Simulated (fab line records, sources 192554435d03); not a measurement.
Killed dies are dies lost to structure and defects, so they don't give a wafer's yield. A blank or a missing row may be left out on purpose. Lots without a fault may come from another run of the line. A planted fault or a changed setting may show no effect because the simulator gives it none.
fab line records | flow n5_finfet
record lots=9 wafers=27 last_day=18
route steps=1938 shown BEOL_M4@1111 BEOL_M11@1600 BEOL_M12@1632 PASSIVATION@1936
lots that met no fault: from a run of the same line without faults
start_h: hours from the record's first day to the start of the lot's first wafer shown | wait_h: hours since the lot's step before | " the same as in the row above | L1.1+2: a row that stands for several wafers | - no value, or no start given | * or withheld: withheld | < > ~ a bound
route shown NAME@n: a module of which the file shows steps, and the number in the route of the first | usual: mean/standard deviation of fault-free wafers | same: alike in all rows | chamber/n: place in a boat | sites: the reading at each site | _std_site: their standard deviation | _edge_site: outer sites' mean less inner sites' | radius_mm: how far each site lies from the wafer's centre | mask NAME#n: copy n | behind: the tool/chamber that last shaped the wafer | hold: why the lot was held/for how many hours/how that ended | device: the transistor (n, p or np) that didn't switch | end of line: the same wafers' tests at the end of the route | a step without rows: its recipe alone | killed: dies lost to structure and defects at the first sort, not the wafer's yield | map: a wafer's dies, x killed, . not, _ none there
set.NAME: the setting as run; set.NAME@STEP: as run at that earlier step | model.NAME: the simulator's own value behind a step, which no gauge read
steps of the route over a sample of lots; a table a step, a row a wafer
services: from which hour (start_h, from the record's first day; less than 0 if before it) a tool's chamber was out of use, for how many hours, and why
## steps
# step N5_BEOL_M4_RC_MEAS_101
# usual DIBL_N=36.5/2 DIBL_P=36.5/2.3 IOFF_N=0.16/0.036 IOFF_P=0.21/0.037 ION_N=672/12 ION_P=459/7.1 SS_N=71.6/0.73 SS_P=73.4/0.76 VT_N=250/3.3 VT_P=-250.5/2.9
# columns lot.wafer tool chamber start_h wait_h DIBL_N[mV/V] DIBL_P[mV/V] IOFF_N[nA/um] IOFF_P[nA/um] ION_N[uA/um] ION_P[uA/um] SS_N[mV/dec] SS_P[mV/dec] VT_N[mV] VT_P[mV]
L424.1 prober-02 0 189.55 0.0 36.7 36.7 0.18 0.21 680 458 71.9 73.9 246 -251.4
L424.3 " 0 " " 34.8 35.0 0.14 0.19 679 463 71.4 73.4 251 -252.9
L424.6 " 0 " " 35.7 36.1 0.16 0.20 670 464 71.3 73.5 249 -251.7
L425.1 prober-01 0 199.42 0.0 40.0 39.5 0.23 0.28 695 472 72.2 74.4 246 -246.4
L425.2 " 0 " " 40.9 41.1 0.25 0.32 679 457 72.4 74.7 245 -248.5
L425.6 " 0 " " 35.9 34.9 0.14 0.19 657 451 71.0 73.1 251 -251.8
L427.3 prober-02 0 201.96 0.3 37.3 35.9 0.20 0.24 665 450 71.8 73.2 244 -250.3
L427.4 " 0 " " 36.1 35.1 0.18 0.24 679 467 71.3 73.1 249 -250.9
L427.5 " 0 " " 35.4 33.9 0.17 0.21 689 470 71.3 73.8 246 -248.8
L433.3 prober-01 0 257.46 0.3 38.3 36.8 0.19 0.25 684 464 71.7 74.4 245 -248.6
L433.5 " 0 " " 39.4 37.8 0.24 0.27 693 465 72.8 74.5 243 -247.5
L433.6 " 0 " " 38.6 37.5 0.21 0.27 680 462 72.3 74.3 247 -247.8
L435.2 prober-02 0 257.76 0.2 38.6 38.0 0.19 0.24 666 449 72.4 73.0 248 -249.1
L435.3 " 0 " " 36.4 35.2 0.14 0.18 649 452 72.4 72.6 254 -252.1
L435.6 " 0 " " 38.8 38.0 0.18 0.23 664 457 72.6 73.2 253 -249.6
L438.2 prober-01 0 280.33 0.2 36.3 34.2 0.15 0.18 670 454 71.7 73.4 251 -254.5
L438.4 " 0 " " 36.5 35.2 0.15 0.19 683 465 71.3 73.0 248 -249.9
L438.6 " 0 " " 36.8 35.0 0.15 0.19 663 453 72.0 73.7 254 -252.3
L440.2 prober-02 0 296.75 0.2 36.0 36.4 0.16 0.20 654 452 72.2 73.7 251 -253.1
L440.3 " 0 " " 32.4 33.5 0.12 0.16 668 463 70.2 72.5 250 -252.6
L440.4 " 0 " " 38.2 40.1 0.22 0.26 693 474 72.2 73.2 244 -248.4
L443.2 prober-01 0 309.41 0.2 38.1 41.2 0.24 0.30 691 474 72.1 73.9 243 -243.0
L443.3 " 0 " " 37.5 39.5 0.21 0.26 684 467 71.8 74.3 248 -246.6
L443.5 " 0 " " 37.7 39.4 0.21 0.26 661 449 72.3 74.0 247 -245.4
L444.1 prober-01 0 332.06 0.0 38.1 40.2 0.19 0.21 671 457 71.6 75.2 249 -250.8
L444.4 " 0 " " 39.1 40.6 0.22 0.23 682 457 72.8 74.2 246 -251.5
L444.5 " 0 " " 38.8 41.3 0.21 0.23 675 456 72.4 74.7 248 -248.9
# step N5_BEOL_M11_RS_MEAS_57
# recipe thk_meas_gauge=four-point-probe reads=Cu_of_BEOL_M11_ECD_50+Co_of_BEOL_M11_CVD_75+TaN_of_BEOL_M11_ALD_74
# usual M11_RS=0.153/0.0035
# columns lot.wafer tool chamber start_h wait_h M11_RS[ohm/sq]
L424.1 film_metro-02 - 259.70 0.0 0.147
L424.3 " - " " 0.157
L424.6 " - " " 0.148
L427.3 film_metro-01 - 262.77 0.0 0.154
L427.4 " - " " 0.152
L427.5 " - " " 0.149
L425.1 film_metro-01 - 264.27 0.0 0.153
L425.2 " - " " 0.153
L425.6 " - " " 0.147
L433.3 film_metro-02 - 328.48 0.0 0.148
L433.5 " - " " 0.152
L433.6 " - " " 0.146
L435.2 film_metro-01 - 333.55 0.0 0.150
L435.3 " - " " 0.153
L435.6 " - " " 0.150
L438.2 film_metro-01 - 354.63 0.0 0.154
L438.4 " - " " 0.160
L438.6 " - " " 0.156
L440.2 film_metro-02 - 370.66 0.0 0.148
L440.3 " - " " 0.145
L440.4 " - " " 0.152
L443.2 film_metro-02 - 384.58 0.0 0.155
L443.3 " - " " 0.155
L443.5 " - " " 0.151
L444.1 film_metro-02 - 401.69 0.0 0.151
L444.4 " - " " 0.155
L444.5 " - " " 0.154
# step N5_BEOL_M12_CD_MEAS_28
# recipe target_cd_nm=160.2 landing_energy_ev=500 detector=se_inlens polarity=opening
# usual cd_nm=159.1/1.7
# columns lot.wafer tool chamber start_h wait_h cd_nm
L424.1 cd_sem-03 0 261.30 - 161.5
L424.3 " 0 " " 160.2
L424.6 " 0 " " 160.1
L427.3 cd_sem-03 0 264.18 - 158.7
L427.4 " 0 " " 158.8
L427.5 " 0 " " 159.3
L425.1 cd_sem-02 0 265.67 - 159.7
L425.2 " 0 " " 160.2
L425.6 " 0 " " 158.6
L433.3 cd_sem-01 0 330.10 - 160.8
L433.5 " 0 " " 160.1
L433.6 " 0 " " 158.1
L435.2 cd_sem-01 0 335.14 - 161.3
L435.3 " 0 " " 162.8
L435.6 " 0 " " 160.9
L438.2 cd_sem-03 0 356.24 - 157.5
L438.4 " 0 " " 158.7
L438.6 " 0 " " 158.4
L440.2 cd_sem-01 0 372.13 - 158.8
L440.3 " 0 " " 159.3
L440.4 " 0 " " 159.1
L443.2 cd_sem-01 0 386.25 - 159.8
L443.3 " 0 " " 159.9
L443.5 " 0 " " 160.2
L444.1 cd_sem-03 0 403.23 - 158.2
L444.4 " 0 " " 157.0
L444.5 " 0 " " 157.9
# step N5_BEOL_M12_SPUTTER_43
# recipe material=TaN target_thk_a=150 temp_c=50 bias_v=168.6 power_w=15000 chamber_pressure_pa=0.12 time_s=24.19
# usual bias_v=168.6/1.8 cathode_dc_power_W=15000/2.6 chamber_pressure_pa=0.12004/0.00021 substrate_temp_c=49.99/0.13 throttle_valve_pct=30.1/0.78
# columns lot.wafer tool chamber start_h wait_h bias_v cathode_dc_power_W chamber_pressure_pa substrate_temp_c throttle_valve_pct
L424.1 pvd_sputter-03 - 263.84 0.0 - - - - -
L424.3 " - " " - - - - -
L424.6 " - " " - - - - -
L427.3 pvd_sputter-03 - 269.87 0.0 - - - - -
L427.4 " - " " - - - - -
L427.5 " - " " - - - - -
L425.1 pvd_sputter-03 - 270.59 0.0 - - - - -
L425.2 " - " " - - - - -
L425.6 " - " " - - - - -
L433.3 pvd_sputter-03 - 333.85 0.0 168.0 14998 0.12023 50.03 31.1
L433.5 " - " " 169.3 15001 0.11994 49.98 30.6
L433.6 " - " " 171.3 14999 0.12003 50.13 29.8
L435.2 pvd_sputter-03 - 337.92 0.0 170.4 14998 0.12014 50.12 30.3
L435.3 " - " " 168.4 15001 0.11974 49.97 31.0
L435.6 " - " " 169.7 15004 0.12 49.90 30.7
L438.2 pvd_sputter-01 - 359.95 0.0 169.3 14999 0.11989 50.25 29.7
L438.4 " - " " 168.4 14998 0.12036 49.87 29.4
L438.6 " - " " 168.8 14996 0.12019 50.18 30.2
L440.2 pvd_sputter-03 - 376.10 0.0 166.2 14997 0.11996 49.91 31.0
L440.3 " - " " 169.0 14999 0.11987 49.80 30.9
L440.4 " - " " 166.1 15004 0.12011 49.96 30.1
L443.2 pvd_sputter-03 - 388.90 0.0 166.9 15000 0.12003 49.80 30.7
L443.3 " - " " 166.0 15001 0.12045 50.00 31.2
L443.5 " - " " 167.5 15001 0.12018 49.92 30.7
L444.1 pvd_sputter-03 - 406.13 0.0 167.5 14999 0.12028 49.84 29.9
L444.4 " - " " 165.9 15003 0.1202 49.94 30.8
L444.5 " - " " 168.5 15002 0.11993 49.79 30.8
# step N5_BEOL_M12_ANNEAL_48
# recipe temp_c=225 time_s=90 ambient=N2
# usual anneal_temp_c_max=226.27/0.26 wafer_temp_C_max=226.3/0.54
# columns lot.wafer tool chamber start_h wait_h anneal_temp_c_max wafer_temp_C_max
L424.1 rtp_anneal-01 0 264.27 0.1 226.14 225.7
L424.3 " 0 " " 226.31 226.2
L424.6 " 0 " " 226.59 226.1
L427.3 rtp_anneal-01 0 270.38 0.2 225.75 225.9
L427.4 " 0 " " 226.55 226.1
L427.5 " 0 " " 226.39 226.3
L425.1 rtp_anneal-01 0 271.01 0.1 225.79 226.0
L425.2 " 0 " " 225.84 225.9
L425.6 " 0 " " 225.96 226.1
L433.3 rtp_anneal-02 0 335.92 1.7 226.22 226.8
L433.5 " 0 " " 225.71 226.5
L433.6 " 0 " " 226.06 227.5
L435.2 rtp_anneal-01 0 338.49 0.3 226.38 226.1
L435.3 " 0 " " 226.40 226.0
L435.6 " 0 " " 226.32 225.6
L438.2 rtp_anneal-01 0 360.72 0.4 226.35 226.3
L438.4 " 0 " " 225.87 226.2
L438.6 " 0 " " 226.60 225.9
L440.2 rtp_anneal-01 0 379.60 3.2 226.02 225.8
L440.3 " 0 " " 226.46 225.4
L440.4 " 0 " " 226.23 225.6
L443.2 rtp_anneal-02 0 389.59 0.4 226.75 227.3
L443.3 " 0 " " 226.52 227.1
L443.5 " 0 " " 226.39 227.2
L444.1 rtp_anneal-01 0 406.77 0.3 226.12 226.8
L444.4 " 0 " " 226.04 226.2
L444.5 " 0 " " 226.20 226.5
# step N5_BEOL_M12_CMP_49
# recipe stop_on=SiOC t_overpolish_s=20.6 down_force_psi=1 platen_rpm=50 clearing_platen_down_force_psi=1.5 clearing_platen_rpm=50 post_cmp_clean=cu_alkaline target_thk_nm=320 clearing_platen_pad_velocity_m_s=0.99484 pad_velocity_m_s=0.99484
# usual barrier_field_endpoint_s=30.3/0.78 motor_current_A=6.1/0.63 pad_life_wafers=1004/660
# columns lot.wafer tool chamber start_h wait_h barrier_field_endpoint_s motor_current_A pad_life_wafers
L424.3 cmp-03 1 264.56 0.2 12.0 6.4 216
L424.1 " 2 " " 12.6 6.2 217
L424.6 " 1 " " 12.2 6.7 -
L427.4 cmp-04 1 270.63 0.2 11.3 5.3 1525
L427.3 " 3 " " 12.0 6.7 1527
L427.5 " 0 " " 11.8 6.5 -
L425.2 cmp-03 0 271.31 0.2 11.7 5.7 264
L425.1 " 2 " " 12.5 5.9 266
L425.6 " 0 " " 12.4 6.3 -
L433.3 cmp-04 1 336.21 0.3 31.0 5.5 2030
L433.6 " 3 " " 31.1 7.0 -
L433.5 " 0 " " 30.8 6.9 -
L435.2 cmp-03 1 338.82 0.3 31.1 6.7 800
L435.3 " 2 " " 31.3 6.0 801
L435.6 " 3 " " 30.9 6.5 -
L438.2 cmp-03 1 361.01 0.2 29.9 6.4 967
L438.4 " 3 " " 30.5 7.2 969
L438.6 " 1 " " 29.3 6.7 -
L440.2 cmp-02 3 379.85 0.2 31.7 5.4 36
L440.4 " 0 " " 30.9 5.7 37
L440.3 " 1 " " 31.7 4.9 38
L443.2 cmp-02 0 389.84 0.2 30.8 5.7 138
L443.3 " 3 " " 31.6 5.7 141
L443.5 " 1 " " 30.8 5.3 -
L444.4 cmp-03 2 407.07 0.1 31.1 6.3 1374
L444.1 " 1 " " 29.9 6.8 1377
L444.5 " 2 " " 30.0 5.9 -
# step N5_PASSIVATION_PROBE_49
# usual defect_limited_yield=91.4/1.4 killed_at_M0_to_M3=33/11 killed_at_M4_up=13/5.3 killed_at_contacts=13/6.1 killed_at_front_end=40/11 killed_at_other=2.9/2.7 killed_dies=102/17 killed_on_rim=14/4.2 killed_open=68/13 killed_short=32/7.5 sort_bin_5_function=5.1/0.98 sort_bin_6_memory=3.2/0.69 sort_n_pass=1077/21 sort_yield_pct=91.3/1.7
# same gross_dies=1180 killed_at_back_side=0 sort_bin_4_leakage[%]=0 sort_bin_8_speed[%]=0
# columns lot.wafer tool chamber start_h wait_h defect_limited_yield[%] killed_at_M0_to_M3 killed_at_M4_up killed_at_contacts killed_at_front_end killed_at_other killed_dies killed_on_rim killed_open killed_short sort_bin_5_function[%] sort_bin_6_memory[%] sort_n_pass sort_yield_pct[%]
L425.1 prober-02 - 316.77 0.0 81.4 44 105 7 57 6 219 52 86 37 13.6 4.6 961 81.4
L425.2 prober-02 - 316.82 0.1 86.3 22 107 7 26 0 162 53 47 20 11.2 2.0 1018 86.3
L425.6 prober-02 - 317.02 0.3 81.1 26 124 7 65 1 223 56 79 34 14.7 3.8 957 81.1
L427.3 prober-02 - 320.54 0.1 85.6 21 104 20 24 1 170 42 52 24 11.0 3.1 1010 85.6
L427.4 prober-02 - 320.59 0.2 87.9 16 85 15 26 1 143 7 51 19 10.1 1.8 1037 87.9
L427.5 prober-02 - 320.64 0.2 87.2 18 98 9 25 1 151 48 39 25 10.6 1.9 1029 87.2
L424.1 prober-02 - 321.67 0.0 85.7 36 88 8 34 3 169 8 53 42 10.5 3.7 1011 85.7
L424.3 prober-02 - 321.77 0.1 84.8 31 92 8 44 4 179 15 66 29 12.1 2.7 1001 84.8
L424.6 prober-02 - 321.92 0.3 84.6 17 89 12 63 1 182 18 67 37 11.2 3.2 998 84.6
L435.2 prober-01 - 378.43 0.1 93.6 30 7 7 30 1 75 11 56 19 3.5 2.7 1105 93.6
L435.3 prober-01 - 378.48 0.1 90.9 54 4 6 42 1 107 11 67 38 5.6 2.7 1073 90.9
L435.6 prober-01 - 378.63 0.3 92.8 27 4 15 39 0 85 16 58 21 3.6 3.0 1095 92.8
L438.2 prober-01 - 399.63 0.1 90.3 37 18 23 35 1 114 18 77 32 5.4 3.7 1066 90.3
L438.4 prober-01 - 399.73 0.2 90.9 32 13 25 36 1 107 9 72 28 5.5 2.9 1073 90.9
L438.6 prober-01 - 399.83 0.3 90.3 40 19 27 28 1 115 18 89 25 4.7 4.8 1065 90.3
# killed by level:class
L425.1 BEOL_M12:area_sputter=94 BEOL_M0_SAQP:geometric_particle:open=18 STI_FIN_REVEAL:geometric_particle:open=12 FIN_SAQP:geometric_particle:short=8 BEOL_M2:geometric_particle:open=8 FIN_SAQP:geometric_particle:open=6 MOL_CONTACT_COAG:geometric_particle:open=6 BEOL_M3:geometric_particle:short=6
L425.2 BEOL_M12:area_sputter=93 BEOL_M2:geometric_particle:open=8 STARTING-WAFER:geometric_particle:open=7 STI_FIN_REVEAL:geometric_particle:open=5 MOL_CONTACT_COAG:geometric_particle:open=4 BEOL_M1:geometric_particle:short=4 BEOL_M4:geometric_particle:open=4 FIN_SAQP:geometric_particle:open=3
L425.6 BEOL_M12:area_sputter=110 STI_FIN_REVEAL:geometric_particle:open=21 FIN_SAQP:geometric_particle:open=11 BEOL_M4:geometric_particle:open=9 FIN_SAQP:geometric_particle:short=8 BEOL_M0_SAQP:geometric_particle:short=7 MOL_CONTACT_COAG:geometric_particle:open=6 BEOL_M0_SAQP:geometric_particle:open=6
L427.3 BEOL_M12:area_sputter=93 MOL_CONTACT_COAG:geometric_particle:open=16 FIN_SAQP:geometric_particle:short=8 FIN_SAQP:geometric_particle:open=6 BEOL_M4:geometric_particle:open=6 BEOL_M1:geometric_particle:open=5 MOL_CONTACT_COAG:geometric_particle:short=4 BEOL_M0_SAQP:geometric_particle:short=4
L427.4 BEOL_M12:area_sputter=73 MOL_CONTACT_COAG:geometric_particle:open=9 FIN_SAQP:geometric_particle:open=8 BEOL_M4:geometric_particle:open=7 MOL_CONTACT_COAG:geometric_particle:short=6 BEOL_M1:geometric_particle:open=5 GATE_CUT:geometric_particle:short=4 BEOL_M0_SAQP:geometric_particle:open=4
L427.5 BEOL_M12:area_sputter=87 MOL_CONTACT_COAG:geometric_particle:open=6 GATE_CUT:geometric_particle:open=5 BEOL_M4:geometric_particle:open=5 GATE_CUT:geometric_particle:short=4 BEOL_M1:geometric_particle:open=4 MOL_CONTACT_COAG:geometric_particle:short=3 BEOL_M0_SAQP:geometric_particle:open=3
L424.1 BEOL_M12:area_sputter=73 STI_FIN_REVEAL:geometric_particle:open=8 MOL_CONTACT_COAG:geometric_particle:open=6 BEOL_M3:geometric_particle:open=6 BEOL_M4:geometric_particle:short=6 GATE_CUT:geometric_particle:short=5 BEOL_M0:geometric_particle:open=5 BEOL_M0_SAQP:geometric_particle:short=5
L424.3 BEOL_M12:area_sputter=82 FIN_SAQP:geometric_particle:short=8 DUMMY_GATE:geometric_particle:open=8 BEOL_M3:geometric_particle:open=8 MOL_CONTACT_COAG:geometric_particle:open=7 BEOL_M0_SAQP:geometric_particle:open=6 BEOL_M1:geometric_particle:open=6 STI_FIN_REVEAL:geometric_particle:open=5
L424.6 BEOL_M12:area_sputter=72 FIN_SAQP:geometric_particle:open=11 BEOL_M4:geometric_particle:open=10 STI_FIN_REVEAL:geometric_particle:open=9 GATE_CUT:geometric_particle:short=7 MOL_CONTACT_COAG:geometric_particle:short=6 DUMMY_GATE:geometric_particle:open=6 MOL_CONTACT_COAG:geometric_particle:open=6
L435.2 FIN_SAQP:geometric_particle:open=12 BEOL_M0_SAQP:geometric_particle:open=7 MOL_CONTACT_COAG:geometric_particle:open=6 BEOL_M0_SAQP:geometric_particle:short=6 FIN_SAQP:geometric_particle:short=5 BEOL_M2:geometric_particle:open=5 BEOL_M4:geometric_particle:open=5 STI_FIN_REVEAL:geometric_particle:open=4
L435.3 BEOL_M0_SAQP:geometric_particle:open=15 BEOL_M0_SAQP:geometric_particle:short=14 FIN_SAQP:geometric_particle:open=13 BEOL_M2:geometric_particle:open=10 FIN_SAQP:geometric_particle:short=6 MOL_CONTACT_COAG:geometric_particle:open=6 BEOL_M2:geometric_particle:short=6 GATE_CUT:geometric_particle:short=5
L435.6 MOL_CONTACT_COAG:geometric_particle:open=11 FIN_SAQP:geometric_particle:open=10 BEOL_M3:geometric_particle:open=10 DUMMY_GATE:geometric_particle:open=6 HKMG_FIN:area_etch=6 BEOL_M0_SAQP:geometric_particle:short=5 BEOL_M0_SAQP:geometric_particle:open=5 MOL_CONTACT_COAG:geometric_particle:short=4
L438.2 MOL_CONTACT_COAG:geometric_particle:open=19 FIN_SAQP:geometric_particle:short=9 BEOL_M3:geometric_particle:open=9 BEOL_M4:geometric_particle:open=9 FIN_SAQP:geometric_particle:open=7 BEOL_M0_SAQP:geometric_particle:short=7 BEOL_M1:geometric_particle:open=6 BEOL_M2:geometric_particle:open=6
L438.4 MOL_CONTACT_COAG:geometric_particle:open=19 BEOL_M3:geometric_particle:open=8 HKMG_FIN:area_etch=7 FIN_SAQP:geometric_particle:open=6 STI_FIN_REVEAL:geometric_particle:open=6 MOL_CONTACT_COAG:geometric_particle:short=6 BEOL_M0_SAQP:geometric_particle:open=6 BEOL_M0_SAQP:geometric_particle:short=6
L438.6 MOL_CONTACT_COAG:geometric_particle:open=25 FIN_SAQP:geometric_particle:open=10 BEOL_M1:geometric_particle:open=10 BEOL_M3:geometric_particle:open=8 BEOL_M2:geometric_particle:open=7 BEOL_M5:geometric_particle:open=7 BEOL_M0_SAQP:geometric_particle:open=6 BEOL_M0_SAQP:geometric_particle:short=5
## services
# columns tool chamber start_h hours kind
cmp-03 - 242.57 - consumable_replace:conditioner
cmp-03 - 242.57 - consumable_replace:pad
cmp-02 - 245.11 0.5 repair
cmp-02 - 258.02 6.3 pm
cmp-02 - 272.79 0.7 repair
rtp_anneal-02 - 276.12 56.7 pm
cmp-02 - 314.61 3.1 repair
cmp-02 - 326.60 5.2 pm
cmp-04 - 339.24 4.0 pm
cmp-04 - 343.24 - consumable_replace:conditioner
cmp-04 - 343.24 - consumable_replace:pad
rtp_anneal-02 - 354.59 31.2 repair
cmp-02 - 357.46 8.7 repair
cmp-02 - 370.05 4.0 pm
cmp-02 - 374.05 - consumable_replace:conditioner
cmp-02 - 374.05 - consumable_replace:pad
## key
first_sign step=N5_BEOL_M12_SPUTTER_43 reading=tool_record direction=missing
effect step=N5_BEOL_M12_CMP_49 reading=barrier_field_endpoint_s direction=down sigmas=23 usual=30.3 struck=12.1
effect step=N5_PASSIVATION_PROBE_49 reading=killed_at_M4_up direction=up sigmas=16 usual=13 struck=99
more_kills_born_at N5_BEOL_M12_SPUTTER_43@pvd_sputter-03=777
met_at N5_BEOL_M12_SPUTTER_43
struck_lots L424,L425,L427
not_acting_at N5_BEOL_M11_RS_MEAS_57,N5_BEOL_M12_CD_MEAS_28,N5_BEOL_M12_ANNEAL_48
fault kind=skipped_step_whole tool=pvd_sputter-03 chamber=- onset_h=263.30 steps=N5_BEOL_M12_SPUTTER_43 scope=struck_lots_only
